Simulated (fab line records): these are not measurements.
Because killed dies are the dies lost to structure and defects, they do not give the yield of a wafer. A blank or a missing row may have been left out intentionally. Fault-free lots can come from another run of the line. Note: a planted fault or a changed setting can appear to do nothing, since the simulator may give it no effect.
Chamber matching -- flow n5Finfet -- aldMetal-04 running N5_BEOL_M1_ALD_84: 4 sister chambers
The step deposits TaN, pulse time 2 s, purge time 3 s, co reactant purge time 2 s. 18 wafers are shown with their chamber, then 9 later ones without.

## WAFERS PAIRED WITH THEIR CHAMBERS
wafer,chamber,heaterPowerW (W)
L075.2,0,428
L075.4,3,353
L075.5,3,364
L078.1,3,356
L078.3,2,347
L078.5,0,440
L079.1,1,453
L079.2,3,353
L079.6,0,434
L080.2,3,353
L080.3,1,451
L080.4,3,348
L081.2,1,448
L081.3,3,350
L081.5,3,359
L085.2,3,350
L085.4,1,454
L085.6,2,354

SIGNATURES, as means of the wafers listed above
reading,chamber 0,chamber 1,chamber 2,chamber 3,scatter within a chamber
heaterPowerW,434.00,451.50,350.50,354.00,4.76
Rule: a wafer lies at a distance from a chamber equal to the root of the sum of squares, over the readings, of (its reading less the chamber's mean, divided by the reading's scatter). If the next closest chamber is less than 2 further off than the closest, the wafer can't be placed; otherwise it belongs to the closest. The scatter is the square root of a quotient: the sum, over the shown wafers, of each reading's squared deviation from its chamber's mean, divided by wafers minus chambers.

## WAFERS WHOSE CHAMBER IS MISSING
wafer,heaterPowerW (W)
L095.2,439
L095.5,341
L095.6,449
L092.2,446
L092.4,357
L092.6,450
L097.1,451
L097.3,353
L097.6,433

## WHICH CHAMBER EACH ONE RAN IN
wafer,from the rows above,in truth
L095.2,can't be placed: 0 or 1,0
L095.5,can't be placed: 2 or 3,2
L095.6,1,1
L092.2,can't be placed: 1 or 0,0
L092.4,can't be placed: 3 or 2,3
L092.6,1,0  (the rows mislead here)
L097.1,1,1
L097.3,can't be placed: 3 or 2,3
L097.6,0,0
Correct placement for 3 of the 9. Can't be placed from these rows: 5 (the true chamber is among the candidates in 5). Placed wrongly: 1.
